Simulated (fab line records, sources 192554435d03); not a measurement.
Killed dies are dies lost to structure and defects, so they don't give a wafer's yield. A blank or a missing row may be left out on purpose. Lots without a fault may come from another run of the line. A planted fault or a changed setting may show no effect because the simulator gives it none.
fab line records | flow n5_finfet
record lots=9 wafers=24 last_day=18
route steps=1938 shown BEOL_M3@944 BEOL_M4@1111 PASSIVATION@1936
lots that met no fault: from a run of the same line without faults
start_h: hours from the record's first day to the start of the lot's first wafer shown | wait_h: hours since the lot's step before | " the same as in the row above | L1.1+2: a row that stands for several wafers | - no value, or no start given | * or withheld: withheld | < > ~ a bound
route shown NAME@n: a module of which the file shows steps, and the number in the route of the first | usual: mean/standard deviation of fault-free wafers | same: alike in all rows | chamber/n: place in a boat | sites: the reading at each site | _std_site: their standard deviation | _edge_site: outer sites' mean less inner sites' | radius_mm: how far each site lies from the wafer's centre | mask NAME#n: copy n | behind: the tool/chamber that last shaped the wafer | hold: why the lot was held/for how many hours/how that ended | device: the transistor (n, p or np) that didn't switch | end of line: the same wafers' tests at the end of the route | a step without rows: its recipe alone | killed: dies lost to structure and defects at the first sort, not the wafer's yield | map: a wafer's dies, x killed, . not, _ none there
set.NAME: the setting as run; set.NAME@STEP: as run at that earlier step | model.NAME: the simulator's own value behind a step, which no gauge read
steps of the route over a sample of lots; a table a step, a row a wafer
services: from which hour (start_h, from the record's first day; less than 0 if before it) a tool's chamber was out of use, for how many hours, and why
## steps
# step N5_BEOL_M3_CD_MEAS_11
# recipe target_cd_nm=17.05 landing_energy_ev=500 detector=se_inlens polarity=opening
# usual cd_nm=16.96/0.26
# same landing_energy_ev=500
# columns lot.wafer tool chamber start_h wait_h cd_nm
L925.1 cd_sem-02 0 146.42 - 17.13
L925.5 " 0 " " 16.95
L925.6 " 0 " " 16.90
L928.1 cd_sem-03 0 171.98 - 16.50
L928.2 " 0 " " 16.93
L928.4 " 0 " " 17.03
L930.5 cd_sem-01 0 200.29 - 17.04
L938.3 cd_sem-02 0 232.34 - 16.94
L938.4 " 0 " " 17.55
L938.6 " 0 " " 17.44
L939.1 cd_sem-02 0 236.10 - 16.93
L939.2 " 0 " " 17.22
L939.3 " 0 " " 17.14
L941.2 cd_sem-01 0 243.45 - 16.52
L941.4 " 0 " " 16.87
L941.6 " 0 " " 17.02
L942.2 cd_sem-01 0 260.76 - 16.80
L942.3 " 0 " " 16.30
L942.6 " 0 " " 16.67
L944.1 cd_sem-03 0 268.71 - 16.64
L944.6 " 0 " " 16.70
L946.1 cd_sem-03 0 289.13 - 16.98
L946.4 " 0 " " 17.09
L946.5 " 0 " " 17.13
# step N5_BEOL_M3_ETCH_63
# recipe chemistry=CF4 target=SiARC target_depth_a=156 mask_material=CAR-EUV time_s=26 ion_energy_ev=80 pressure_mtorr=40 source_w=545 bias_w=36 Ar_flow_sccm=100 cf4_flow_sccm=100 ends=cleared
# usual drypump_motor_current_A=5.7/0.4 etch_rf_on_time_s=26.0/0.47 mfc_ar_sccm=100.0/0.33 oes_product_au=0.67/0.068 rf_vpp_V=184.1/1.3 showerhead_plenum_p_Torr=2.16/0.089 throttle_valve_pct=15.71/0.26
# columns lot.wafer tool chamber start_h wait_h drypump_motor_current_A etch_rf_on_time_s mfc_ar_sccm oes_product_au rf_hours_counter_h rf_vpp_V showerhead_plenum_p_Torr throttle_valve_pct
L925.1 rie_diel-04 0 146.60 0.0 6.3 26.0 99.7 0.74 33 184.0 2.17 15.76
L925.5 " 2 " " 5.7 26.2 100.8 0.60 - 182.5 2.03 15.86
L925.6 " 1 " " 5.9 25.8 100.8 0.62 - 185.5 2.22 15.71
L928.1 rie_diel-04 1 172.22 0.0 6.0 26.0 100.4 0.61 210 184.4 2.22 15.70
L928.2 " 3 " " 5.8 25.4 100.1 0.62 181 184.9 2.22 16.02
L928.4 " 2 " " 5.7 26.1 100.0 0.60 204 182.9 2.03 15.87
L930.5 rie_diel-04 0 200.61 0.0 6.3 26.0 100.4 0.72 - 185.0 2.17 15.80
L938.3 rie_diel-06 0 232.51 0.0 5.9 25.4 100.0 0.75 38 186.4 2.28 15.77
L938.4 " 0 " " 5.9 25.5 100.1 0.75 - 186.5 2.28 15.75
L938.6 " 2 " " 5.9 26.0 100.1 0.75 - 184.6 2.20 15.34
L939.1 rie_diel-05 0 236.31 0.0 5.9 26.3 100.1 0.74 50 185.0 2.08 15.42
L939.2 " 3 " " 5.1 26.2 99.5 0.60 232 183.5 2.03 15.84
L939.3 " 1 " " 5.5 26.6 100.1 0.64 151 183.3 2.05 15.69
L941.2 rie_diel-06 0 243.62 0.0 5.9 25.4 100.2 0.74 41 185.1 2.28 15.77
L941.4 " 1 " " 5.0 25.4 99.9 0.75 31 185.3 2.27 15.09
L941.6 " 1 " " 5.0 25.6 100.0 0.75 - 186.1 2.27 15.10
L942.2 rie_diel-05 3 260.94 0.0 5.2 26.3 100.0 0.60 239 182.6 2.03 15.84
L942.3 " 2 " " 4.8 26.9 99.6 0.63 131 183.8 2.15 15.92
L942.6 " 0 " " 5.9 26.3 99.8 0.73 - 181.7 2.08 15.45
L944.1 rie_diel-06 1 268.88 0.0 5.0 25.5 100.3 0.73 38 185.6 2.27 15.13
L944.6 " 2 " " 5.8 25.8 100.0 0.73 - 184.0 2.20 15.36
L946.1 rie_diel-05 2 289.45 0.0 4.9 26.7 100.1 0.62 138 185.4 2.15 15.95
L946.4 " 1 " " 5.5 26.9 99.6 0.63 164 182.1 2.05 15.73
L946.5 " 3 " " 5.1 26.3 99.8 0.59 - 183.3 2.03 15.87
# step N5_BEOL_M3_ETCH_64
# recipe chemistry=N2/H2 target=SOC target_depth_a=750 overetch_a=150 mask_material=SiARC temp_c=40 time_s=112.5 ion_energy_ev=200 pressure_mtorr=30 source_w=840 bias_w=150 n2_flow_sccm=200 h2_flow_sccm=200
# usual drypump_motor_current_A=5.7/0.4 h2_flow_sccm=200.0/0.64 oes_product_au=0.62/0.061 rf_vpp_V=524.4/2.8 showerhead_plenum_p_Torr=2.56/0.1 throttle_valve_pct=17.89/0.26
# columns lot.wafer tool chamber start_h wait_h drypump_motor_current_A h2_flow_sccm oes_product_au rf_hours_counter_h rf_vpp_V showerhead_plenum_p_Torr throttle_valve_pct
L925.1 rie_diel-04 0 146.63 0.0 6.3 200.6 0.69 33 524.9 2.57 17.92
L925.5 " 2 " " 5.7 199.9 0.56 - 520.5 2.42 18.09
L925.6 " 1 " " 6.0 199.7 0.57 - 527.5 2.63 17.72
L928.1 rie_diel-04 1 172.25 0.0 6.0 200.3 0.57 210 527.0 2.62 17.75
L928.2 " 3 " " 5.8 199.2 0.57 181 527.1 2.62 18.05
L928.4 " 2 " " 5.6 199.2 0.56 204 520.8 2.42 18.08
L930.5 rie_diel-04 0 200.68 0.1 6.3 199.6 0.66 - 524.9 2.57 17.96
L938.3 rie_diel-06 0 232.54 0.0 5.9 199.4 0.68 38 529.3 2.72 18.07
L938.4 " 0 " " 5.9 199.8 0.68 - 526.4 2.72 18.07
L938.6 " 2 " " 5.9 201.6 0.69 - 525.9 2.59 17.54
L939.1 rie_diel-05 0 236.34 0.0 5.9 200.6 0.69 50 522.0 2.49 17.72
L939.2 " 3 " " 5.2 200.9 0.56 232 519.8 2.40 17.99
L939.3 " 1 " " 5.5 199.4 0.60 151 521.2 2.45 18.08
L941.2 rie_diel-06 0 243.65 0.0 5.8 200.1 0.69 41 528.6 2.71 18.09
L941.4 " 1 " " 5.0 199.5 0.68 31 530.0 2.70 17.24
L941.6 " 1 " " 5.0 200.0 0.69 - 527.8 2.70 17.24
L942.2 rie_diel-05 3 260.96 0.0 5.2 200.3 0.56 239 520.1 2.39 17.99
L942.3 " 2 " " 4.8 200.6 0.60 131 523.6 2.57 18.20
L942.6 " 0 " " 5.9 199.9 0.68 - 521.2 2.49 17.73
L944.1 rie_diel-06 1 268.91 0.0 5.0 199.8 0.67 38 528.8 2.69 17.26
L944.6 " 2 " " 5.8 200.0 0.68 - 526.4 2.58 17.54
L946.1 rie_diel-05 2 289.48 0.0 4.9 198.8 0.59 138 523.5 2.56 18.19
L946.4 " 1 " " 5.5 198.5 0.59 164 520.8 2.45 18.09
L946.5 " 3 " " 5.2 199.5 0.55 - 519.6 2.39 18.01
# step N5_BEOL_M3_INSPECT_30
# recipe mode=adi inspect_instrument=brightfield
# usual raw_defect_count=420/93
# columns lot.wafer tool chamber start_h wait_h raw_defect_count
L925.1 defect_inspect-02 - 147.39 0.1 619
L925.5 " - " " 467
L925.6 " - " " 576
L928.1 defect_inspect-01 - 173.13 0.1 359
L928.2 " - " " 360
L928.4 " - " " 400
L930.5 defect_inspect-02 - 201.39 0.0 950
L938.3 defect_inspect-02 - 233.54 0.0 451
L938.4 " - " " 430
L938.6 " - " " 441
L939.1 defect_inspect-02 - 237.11 0.1 425
L939.2 " - " " 373
L939.3 " - " " 404
L941.2 defect_inspect-01 - 244.41 0.0 524
L941.4 " - " " 408
L941.6 " - " " 541
L942.2 defect_inspect-02 - 261.85 0.0 342
L942.3 " - " " 326
L942.6 " - " " 282
L944.1 defect_inspect-01 - 269.79 0.1 412
L944.6 " - " " 342
L946.1 defect_inspect-02 - 290.36 0.1 544
L946.4 " - " " 496
L946.5 " - " " 544
# step N5_BEOL_M3_VIA_ETCH_34
# recipe chemistry=C4F6/O2 target_depth_a=694 mask_material=SOC pressure_mtorr=15 ion_energy_ev=250 taper_deg=4 time_s=65.9 source_w=350 bias_w=170 Ar_flow_sccm=300 C4F6_flow_sccm=10 O2_flow_sccm=10
# usual drypump_motor_current_A=5.7/0.4 mfc_ar_sccm=300.2/0.92 oes_product_au=0.80/0.077 rf_vpp_V=666/9.4 showerhead_plenum_p_Torr=2.89/0.12 throttle_valve_pct=30.80/0.27
# columns lot.wafer tool chamber start_h wait_h drypump_motor_current_A mfc_ar_sccm oes_product_au rf_hours_counter_h rf_vpp_V showerhead_plenum_p_Torr throttle_valve_pct
L925.1 rie_diel-06 3 148.91 0.0 5.6 300.0 0.86 51 670 3.01 30.73
L925.5 " 3 " " 5.6 298.7 0.86 - 668 3.01 30.73
L925.6 " 0 " " 5.9 300.4 0.93 - 669 3.04 31.18
L928.1 rie_diel-04 2 182.46 0.0 5.7 300.8 0.69 206 670 2.70 30.83
L928.2 " 1 " " 6.0 301.5 0.72 212 673 2.93 30.57
L928.4 " 0 " " 6.3 299.9 0.85 43 651 2.89 31.06
L930.5 rie_diel-04 0 208.12 0.0 6.3 300.2 0.83 - 652 2.89 31.08
L938.3 rie_diel-04 3 235.95 0.0 5.8 299.5 0.72 199 659 2.93 31.15
L938.4 " 2 " " 5.6 298.6 0.69 222 670 2.69 30.85
L938.6 " 3 " " 5.9 299.5 0.71 - 659 2.93 31.14
L939.1 rie_diel-04 3 239.03 0.0 5.8 301.1 0.70 200 658 2.93 31.16
L939.2 " 1 " " 6.0 300.5 0.69 229 674 2.92 30.58
L939.3 " 0 " " 6.3 299.0 0.82 61 654 2.88 31.07
L941.2 rie_diel-04 3 248.31 0.0 5.8 302.4 0.71 202 658 2.93 31.15
L941.4 " 0 " " 6.3 300.7 0.82 63 652 2.88 31.09
L941.6 " 0 " " 6.3 299.2 0.82 - 653 2.88 31.09
L942.2 rie_diel-06 0 265.96 0.0 5.9 300.0 0.86 46 667 3.02 31.20
L942.3 " 2 " " 5.8 300.6 0.87 31 675 2.92 30.62
L942.6 " 0 " " 5.9 300.3 0.87 - 668 3.02 31.23
L944.1 rie_diel-06 3 272.13 0.0 5.6 298.5 0.82 84 669 2.99 30.74
L944.6 " 3 " " 5.6 298.2 0.81 - 668 2.99 30.75
L946.1 rie_diel-06 0 299.78 0.0 5.9 300.2 0.86 53 668 3.02 31.20
L946.4 " 3 " " 5.6 300.3 0.81 94 668 2.99 30.76
L946.5 " 0 " " 5.9 301.1 0.86 - 668 3.02 31.22
# step N5_BEOL_M4_RC_MEAS_101
# usual DIBL_N=36.2/1.5 DIBL_P=36.4/2.1 IOFF_N=0.16/0.031 IOFF_P=0.21/0.037 ION_N=679/11 ION_P=465/7.7 SS_N=71.4/0.55 SS_P=73.2/0.63 VT_N=249/3.3 VT_P=-250/3.4
# columns lot.wafer tool chamber start_h wait_h DIBL_N[mV/V] DIBL_P[mV/V] IOFF_N[nA/um] IOFF_P[nA/um] ION_N[uA/um] ION_P[uA/um] SS_N[mV/dec] SS_P[mV/dec] VT_N[mV] VT_P[mV]
L925.1 prober-02 0 167.58 0.0 35.3 34.8 0.16 0.19 679 465 71.8 73.6 246 -251
L925.5 " 0 " " 39.2 39.8 0.24 0.28 696 470 72.5 74.4 243 -245
L925.6 " 0 " " 34.3 33.7 0.13 0.18 673 456 71.5 72.1 251 -254
L928.1 prober-01 0 194.07 0.0 36.2 35.0 0.17 0.23 682 467 72.2 73.1 249 -249
L928.2 " 0 " " 36.6 36.3 0.18 0.25 670 465 71.1 73.9 248 -244
L928.4 " 0 " " 36.1 35.0 0.16 0.24 667 464 71.3 74.1 251 -244
L930.5 prober-01 0 224.40 0.6 35.3 34.7 0.15 0.22 689 473 71.2 73.2 249 -248
L938.3 prober-01 0 254.81 0.3 37.4 36.0 0.17 0.22 666 461 72.2 73.8 253 -248
L938.4 " 0 " " 35.4 35.0 0.14 0.20 672 463 71.1 73.4 254 -253
L938.6 " 0 " " 37.1 36.2 0.16 0.22 683 470 72.7 73.7 253 -249
L939.1 prober-02 0 258.34 0.0 33.9 34.1 0.14 0.18 675 463 71.0 72.3 250 -252
L939.2 " 0 " " 36.5 37.3 0.19 0.24 692 475 72.0 73.5 244 -247
L939.3 " 0 " " 36.3 37.6 0.19 0.24 685 469 71.5 73.3 245 -247
L941.2 prober-02 0 265.25 0.2 33.9 33.6 0.13 0.18 674 464 71.1 72.4 251 -250
L941.4 " 0 " " 35.7 35.9 0.16 0.21 689 471 71.3 73.2 247 -251
L941.6 " 0 " " 37.2 38.4 0.19 0.25 684 471 72.0 73.6 246 -247
L942.2 prober-01 0 282.10 0.2 38.9 39.7 0.17 0.22 672 453 71.4 73.8 251 -253
L942.3 " 0 " " 36.7 36.8 0.14 0.18 672 453 71.7 72.7 252 -253
L942.6 " 0 " " 36.8 36.7 0.15 0.19 663 451 70.7 72.7 248 -253
L944.1 prober-01 0 285.12 0.0 35.5 35.1 0.15 0.22 683 473 71.0 74.0 248 -249
L944.6 " 0 " " 35.4 33.6 0.14 0.20 669 465 71.5 72.4 253 -250
L946.1 prober-01 0 315.45 0.0 38.0 39.9 0.19 0.26 672 464 71.5 73.8 249 -245
L946.4 " 0 " " 35.9 36.3 0.15 0.20 660 453 71.2 73.0 252 -250
L946.5 " 0 " " 34.6 34.2 0.13 0.17 675 457 71.2 72.9 250 -249
# step N5_PASSIVATION_PROBE_49
# usual defect_limited_yield=91.3/1.3 killed_at_M0_to_M3=36/12 killed_at_M4_up=13/4.6 killed_at_contacts=13/5.4 killed_at_front_end=37/10 killed_at_other=3.6/2.9 killed_dies=102/15 killed_open=67/12 killed_short=33/7.5 sort_bin_5_function=5.1/0.93 sort_bin_6_memory=3.2/0.62 sort_n_pass=1078/15 sort_yield_pct=91.3/1.3
# same gross_dies=1180 killed_at_back_side=0 sort_bin_4_leakage[%]=0 sort_bin_8_speed[%]=0
# columns lot.wafer tool chamber start_h wait_h defect_limited_yield[%] killed_at_M0_to_M3 killed_at_M4_up killed_at_contacts killed_at_front_end killed_at_other killed_dies killed_open killed_short sort_bin_5_function[%] sort_bin_6_memory[%] sort_n_pass sort_yield_pct[%]
L939.1 prober-01 - 365.32 0.0 92.5 23 17 12 35 1 88 65 21 4.4 3.0 1092 92.5
L944.6 prober-01 - 400.47 0.3 91.7 32 15 13 35 3 98 64 33 4.7 3.3 1082 91.7
# killed by level:class
L939.1 MOL_CONTACT_COAG:geometric_particle:open=11 STI_FIN_REVEAL:geometric_particle:open=10 BEOL_M4:geometric_particle:open=9 BEOL_M0_SAQP:geometric_particle:open=6 BEOL_M1:geometric_particle:open=6 DUMMY_GATE:geometric_particle:open=5 GATE_CUT:geometric_particle:short=5 BEOL_M3:geometric_particle:open=5
L944.6 MOL_CONTACT_COAG:geometric_particle:open=11 BEOL_M0_SAQP:geometric_particle:open=8 GATE_CUT:geometric_particle:short=6 BEOL_M0_SAQP:geometric_particle:short=5 BEOL_M1:geometric_particle:open=5 BEOL_M3:geometric_particle:open=5 STARTING-WAFER:geometric_particle:open=5 DUMMY_GATE:geometric_particle:short=4
## services
# columns tool chamber start_h hours kind
rie_diel-06 2 142.38 - clean
rie_diel-06 2 142.38 - consumable_replace:focus_ring
rie_diel-06 2 142.38 12.8 scheduled_down
rie_diel-06 2 142.38 12.8 vent_cycle
rie_diel-06 1 231.72 4.9 repair
rie_diel-06 0 280.96 8.9 repair
rie_diel-05 - 292.30 4.3 pm
## key
first_sign step=N5_BEOL_M3_INSPECT_30 reading=raw_defect_count direction=up sigmas=5.7 usual=420 struck=950
effect none on later readings
met_at N5_BEOL_M3_ETCH_64
struck_lots L930
struck_wafers L930.5
rows_end L930.5
not_acting_at N5_BEOL_M3_CD_MEAS_11,N5_BEOL_M3_ETCH_63,N5_BEOL_M3_VIA_ETCH_34
onset_between 146.63 200.68
fault kind=chamber_particle_source tool=rie_diel-04 chamber=0 onset_h=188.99 steps=N5_BEOL_M3_ETCH_64 rate_per_visit_cm2=0.59521
# rows_end: these wafers met a further fault down the route, and their rows from its step on are left out
